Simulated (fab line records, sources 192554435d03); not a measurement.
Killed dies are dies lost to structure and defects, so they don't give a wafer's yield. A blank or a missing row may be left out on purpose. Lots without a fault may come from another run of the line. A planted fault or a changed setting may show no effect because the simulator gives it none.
fab line records | flow n5_finfet
record lots=4 wafers=12 last_day=16
route steps=1938 shown WELL_APT@35 PMOS_HMC_CHANNEL_EPI@57 BEOL_M4@1111 PASSIVATION@1936
lots that met no fault: from a run of the same line without faults
start_h: hours from the record's first day to the start of the lot's first wafer shown | wait_h: hours since the lot's step before | " the same as in the row above | L1.1+2: a row that stands for several wafers | - no value, or no start given | * or withheld: withheld | < > ~ a bound
route shown NAME@n: a module of which the file shows steps, and the number in the route of the first | usual: mean/standard deviation of fault-free wafers | same: alike in all rows | chamber/n: place in a boat | sites: the reading at each site | _std_site: their standard deviation | _edge_site: outer sites' mean less inner sites' | radius_mm: how far each site lies from the wafer's centre | mask NAME#n: copy n | behind: the tool/chamber that last shaped the wafer | hold: why the lot was held/for how many hours/how that ended | device: the transistor (n, p or np) that didn't switch | end of line: the same wafers' tests at the end of the route | a step without rows: its recipe alone | killed: dies lost to structure and defects at the first sort, not the wafer's yield | map: a wafer's dies, x killed, . not, _ none there
set.NAME: the setting as run; set.NAME@STEP: as run at that earlier step | model.NAME: the simulator's own value behind a step, which no gauge read
lots at some steps of the route; a table a step, a row a wafer
services: from which hour (start_h, from the record's first day; less than 0 if before it) a tool's chamber was out of use, for how many hours, and why
## steps
# step N5_WELL_APT_HMDS_18
# recipe time_s=60 temp_c=120
# step N5_WELL_APT_COAT_19
# recipe spin_rpm=1357 resist_thk_nm=950
# step N5_WELL_APT_EBR_21
# recipe solvent=PGMEA ebr_width_mm=1.5
# step N5_WELL_APT_SOFTBAKE_20
# recipe temp_c=130 time_s=60
# step N5_WELL_APT_EXPOSE_22
# recipe mask_id=PWELL na=0.8 source_shape=conventional sigma_outer=0.8 polarization=unpolarized defocus_nm=0 target_cd_nm=200 dose_mj=23.2
# step N5_WELL_APT_PEB_23
# recipe peb_temp_c=130 peb_time_s=90
# step N5_WELL_APT_DEVELOP_24
# recipe develop_time_s=45 rinse_liquid=surfactant_rinse dry=air_spin dev_temp_c=21
# step N5_WELL_APT_HARDBAKE_29
# recipe temp_c=130 time_s=120
# step N5_WELL_APT_DESCUM_30
# recipe chemistry=O2 time_s=7.9 source_power_w=50 bias_power_w=20 pressure_mtorr=20 rf_frequency_hz=2.712e+07 temp_c=40 o2_flow_sccm=225
# step N5_WELL_APT_IMPLANT_31
# recipe species=B energy_kev=60 dose_cm2=1.5e+13 tilt_deg=0 rotation_deg=0
# usual dose_ions_cm2=1.5e+13/1.8e+10 faraday_current_uA=191/3.8 rotation_deg=0.000/0.021 tilt_deg=0.003/0.018
# columns lot.wafer tool chamber start_h wait_h dose_ions_cm2 faraday_current_uA rotation_deg tilt_deg
L538.3 implanter-01 0 69.06 0.1 1.5003e+13 193 0.005 -0.016
L538.5 " 0 " " 1.5014e+13 194 -0.007 -0.020
L538.6 " 0 " " 1.5047e+13 192 -0.016 0.009
L545.2 implanter-01 0 111.85 0.1 1.375e+13 179 -0.025 0.020
L545.4 " 0 " " 1.3774e+13 165 -0.027 -0.006
L545.5 " 0 " " 1.3769e+13 174 -0.002 0.021
L546.1 implanter-01 0 117.18 0.1 1.3787e+13 175 -0.011 -0.016
L546.2 " 0 " " 1.3776e+13 175 -0.016 -0.050
L546.3 " 0 " " 1.378e+13 177 -0.009 -0.018
L547.2 implanter-02 0 123.93 0.1 1.4986e+13 192 0.018 0.029
L547.3 " 0 " " 1.4985e+13 187 0.006 0.026
L547.5 " 0 " " 1.501e+13 199 0.002 0.002
# step N5_WELL_APT_IMPLANT_32
# recipe species=BF2 energy_kev=50 dose_cm2=2e+13 tilt_deg=0 rotation_deg=0
# step N5_WELL_APT_STRIP_33
# recipe chemistry=SPM time_s=900 temp_c=130 h2so4_h2o2_vol_ratio=4 dry=ipa_marangoni
# step N5_WELL_APT_RTA_34
# recipe temp_c=1000 time_s=10 ambient=N2 idle_temp_c=600 ramp_up_c_per_s=150 ramp_down_c_per_s=60 cool_to_c=600
# step N5_WELL_APT_OXIDE_STRIP_42
# recipe chemistry=dHF dilution=25:1 time_s=45 temp_c=25 target=SiO2 target_depth_a=120
# step N5_WELL_APT_PRECLEAN_36
# recipe chemistry=O3/DIW time_s=45 temp_c=22 o3_ppm=10
# step N5_WELL_APT_PRECLEAN_39
# recipe chemistry=dHF time_s=60 dilution=150:1 temp_c=25
# step N5_WELL_APT_SRD_37
# recipe dry=ipa_marangoni do_ppb=5 time_s=30 temp_c=23 rinse_liquid=diw
# step N5_WELL_APT_EPI_41
# recipe material=Si target_thk_a=500 temp_c=650 precursor=SiH4/H2 pressure_torr=20 time_s=297.7
# step N5_PMOS_HMC_CHANNEL_EPI_HM_DEP_34
# recipe material=SiO2 target_thk_a=360 temp_c=400 precursor=TEOS/O2 pressure_torr=6.5 rf_w=900 teos_flow_sccm=161.4 gas=O2 flow_sccm=2650 time_s=6.9
# step N5_PMOS_HMC_CHANNEL_EPI_COAT_31
# recipe resist=BARC temp_c=205 time_s=60 spin_rpm=1500 resist_thk_nm=66
# step N5_PMOS_HMC_CHANNEL_EPI_COAT_03
# recipe resist=CAR-ArF-block spin_rpm=1500 resist_thk_nm=205
# step N5_PMOS_HMC_CHANNEL_EPI_EBR_05
# recipe solvent=PGMEA ebr_width_mm=1.5
# step N5_PMOS_HMC_CHANNEL_EPI_SOFTBAKE_04
# recipe temp_c=110 time_s=60 resist=CAR-ArF-block
# step N5_PMOS_HMC_CHANNEL_EPI_EXPOSE_06
# recipe mask_id=PMOS_HMC_BLK na=1.35 source_shape=conventional sigma_outer=0.8 polarization=unpolarized target_cd_nm=240 dose_mj=41
# step N5_PMOS_HMC_CHANNEL_EPI_PEB_07
# recipe peb_temp_c=110 peb_time_s=60 resist=CAR-ArF-block
# step N5_PMOS_HMC_CHANNEL_EPI_DEVELOP_08
# recipe develop_time_s=30 developer=TMAH resist=CAR-ArF-block dev_temp_c=23 rinse_liquid=diw dry=air_spin
# step N5_PMOS_HMC_CHANNEL_EPI_DESCUM_14
# recipe chemistry=O2 time_s=7.9 source_power_w=50 bias_power_w=20 pressure_mtorr=20 rf_frequency_hz=2.712e+07 temp_c=40 resist=CAR-ArF-block o2_flow_sccm=225
# step N5_PMOS_HMC_CHANNEL_EPI_ETCH_32
# recipe chemistry=N2/H2 target=BARC stop_on=SiO2 target_depth_a=858 over_etch_frac=0.3 time_s=50.3 ion_energy_ev=200 mask_material=CAR-ArF-block pressure_mtorr=30 source_w=840 bias_w=150 n2_flow_sccm=200 h2_flow_sccm=200
# step N5_PMOS_HMC_CHANNEL_EPI_HM_OPEN_15
# recipe chemistry=CHF3/O2 target=SiO2 mask_material=CAR-ArF-block target_depth_a=406 CHF3_flow_sccm=50 O2_flow_sccm=5 Ar_flow_sccm=200 time_s=20.3 pressure_mtorr=30 source_w=650 bias_w=170 ion_energy_ev=200
# step N5_PMOS_HMC_CHANNEL_EPI_STRIP_33
# recipe chemistry=N2/H2 power_w=500 temp_c=40 pressure_mtorr=50 rf_frequency_hz=6e+07 overash_fraction=0.3 bias_power_w=8 h2_frac=0.5 n2_flow_sccm=300 h2_flow_sccm=300
# step N5_PMOS_HMC_CHANNEL_EPI_STRIP_17
# recipe chemistry=SPM time_s=750 temp_c=130 h2so4_h2o2_vol_ratio=4 dry=ipa_marangoni
# step N5_PMOS_HMC_CHANNEL_EPI_ETCH_38
# recipe chemistry=CF4 target=SiO2 target_depth_a=15 ion_energy_ev=350 pressure_mtorr=10 icp_w=800 bias_w=400 cf4_flow_sccm=80
# step N5_PMOS_HMC_CHANNEL_EPI_FIN_RECESS_16
# recipe chemistry=HBr/Cl2 target=Si mask_material=SiO2 target_depth_a=540 time_s=18 pressure_mtorr=10 icp_w=800 bias_w=75 HBr_flow_sccm=150 Cl2_flow_sccm=80
# step N5_PMOS_HMC_CHANNEL_EPI_PRECLEAN_36
# recipe chemistry=O3/DIW time_s=45 temp_c=22 o3_ppm=10
# step N5_PMOS_HMC_CHANNEL_EPI_PRECLEAN_18
# recipe chemistry=DHF time_s=30 temp_c=25 dilution=withheld
# step N5_BEOL_M4_RC_MEAS_101
# usual DIBL_N=36.3/1 DIBL_P=36.2/1.4 IOFF_N=0.157/0.021 IOFF_P=0.206/0.025 ION_N=673/9 ION_P=461/6.4 RS_PWELL=3006/23 SS_N=71.5/0.5 SS_P=73.2/0.47 VT_N=249.9/2.4 VT_P=-250.6/2.9
# columns lot.wafer tool chamber start_h wait_h DIBL_N[mV/V] DIBL_P[mV/V] IOFF_N[nA/um] IOFF_P[nA/um] ION_N[uA/um] ION_P[uA/um] RS_PWELL[ohm/sq] SS_N[mV/dec] SS_P[mV/dec] VT_N[mV] VT_P[mV]
L538.3 prober-02 0 211.57 0.3 37.2 37.5 0.185 0.213 680 455 2997 71.5 73.9 246.9 -251.7
L538.5 " 0 " " 35.6 35.5 0.149 0.183 675 462 2998 71.3 73.5 248.9 -252.8
L538.6 " 0 " " 35.9 35.8 0.148 0.178 672 452 3004 71.0 72.6 251.5 -255.5
L545.2 prober-01 0 255.78 0.2 35.6 33.8 0.126 0.183 664 460 3210 71.2 72.9 251.8 -251.5
L545.4 " 0 " " 35.0 33.9 0.120 0.179 667 457 3170 70.8 73.3 252.0 -251.5
L545.5 " 0 " " 38.7 37.9 0.177 0.247 671 464 3205 71.3 73.9 247.2 -248.3
L546.1 prober-02 0 268.33 0.0 35.8 37.4 0.156 0.204 668 457 3163 71.8 73.7 249.6 -252.1
L546.2 " 0 " " 36.3 37.3 0.171 0.208 683 462 3228 71.4 72.8 248.6 -249.7
L546.3 " 0 " " 36.2 36.7 0.161 0.196 676 461 3165 71.2 72.6 249.1 -251.0
L547.2 prober-01 0 271.26 0.2 36.2 35.9 0.151 0.209 676 466 3005 71.1 72.9 249.4 -249.9
L547.3 " 0 " " 36.5 36.0 0.153 0.212 676 463 3002 71.5 72.7 250.3 -248.4
L547.5 " 0 " " 36.6 36.2 0.152 0.218 670 466 2979 71.2 73.3 250.0 -247.1
# step N5_PASSIVATION_PROBE_49
# usual defect_limited_yield=91.1/1.3 killed_at_M0_to_M3=36/10 killed_at_M4_up=14/4.4 killed_at_contacts=14/5.7 killed_at_front_end=39/9.4 killed_at_other=2.9/2.6 killed_dies=105/15 killed_open=70/12 killed_short=34/7.1 sort_bin_5_function=5.3/0.77 sort_bin_6_memory=3.3/0.66 sort_n_pass=1075/15 sort_yield_pct=91.1/1.3
# same gross_dies=1180 killed_at_back_side=0 sort_bin_4_leakage[%]=0 sort_bin_8_speed[%]=0
# columns lot.wafer tool chamber start_h wait_h defect_limited_yield[%] killed_at_M0_to_M3 killed_at_M4_up killed_at_contacts killed_at_front_end killed_at_other killed_dies killed_open killed_short sort_bin_5_function[%] sort_bin_6_memory[%] sort_n_pass sort_yield_pct[%]
L545.2 prober-02 - 351.99 0.1 91.6 26 8 24 41 0 99 73 26 5.5 2.7 1081 91.6
L545.4 prober-02 - 352.09 0.2 91.4 41 13 16 31 1 102 75 25 4.8 3.4 1078 91.4
L545.5 prober-02 - 352.14 0.2 91.3 39 12 9 41 2 103 70 32 5.6 2.9 1077 91.3
# killed by level:class
L545.2 MOL_CONTACT_COAG:geometric_particle:open=20 STI_FIN_REVEAL:geometric_particle:open=14 FIN_SAQP:geometric_particle:open=8 BEOL_M2:geometric_particle:open=7 BEOL_M3:geometric_particle:open=7 FIN_SAQP:geometric_particle:short=5 BEOL_M1:geometric_particle:open=5 MOL_CONTACT_COAG:geometric_particle:short=4
L545.4 MOL_CONTACT_COAG:geometric_particle:open=15 BEOL_M1:geometric_particle:open=10 BEOL_M2:geometric_particle:open=8 BEOL_M3:geometric_particle:open=8 BEOL_M4:geometric_particle:open=7 FIN_SAQP:geometric_particle:open=6 STI_FIN_REVEAL:geometric_particle:open=5 BEOL_M1:geometric_particle:short=5
L545.5 FIN_SAQP:geometric_particle:open=11 BEOL_M1:geometric_particle:open=11 MOL_CONTACT_COAG:geometric_particle:open=8 BEOL_M0_SAQP:geometric_particle:open=8 FIN_SAQP:geometric_particle:short=6 STI_FIN_REVEAL:geometric_particle:open=6 BEOL_M2:geometric_particle:open=6 BEOL_M3:geometric_particle:open=4
## services
# columns tool chamber start_h hours kind
implanter-02 - 52.08 1.8 repair
implanter-01 - 61.21 4.0 repair
implanter-02 - 69.66 13.1 pm
implanter-01 - 82.19 8.3 repair
## key
first_sign step=N5_WELL_APT_IMPLANT_31 reading=dose_ions_cm2 direction=down sigmas=67 usual=1.5e+13 struck=1.3773e+13
effect step=N5_WELL_APT_IMPLANT_31 reading=faraday_current_uA direction=down sigmas=4.3 usual=191 struck=174
effect step=N5_BEOL_M4_RC_MEAS_101 reading=RS_PWELL direction=up sigmas=8 usual=3006 struck=3190
met_at N5_WELL_APT_IMPLANT_31
struck_wafers L545.2,L545.4,L545.5,L546.1,L546.2,L546.3
onset_between 69.06 111.85
fault kind=process_parameter_drift tool=implanter-01 chamber=- onset_h=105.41 steps=N5_WELL_APT_IMPLANT_31 channel=dose_cm2 offset=-1.2287e+12 shape=step end_h=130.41 acts_in=these_recipes_only stated=1.5e+13
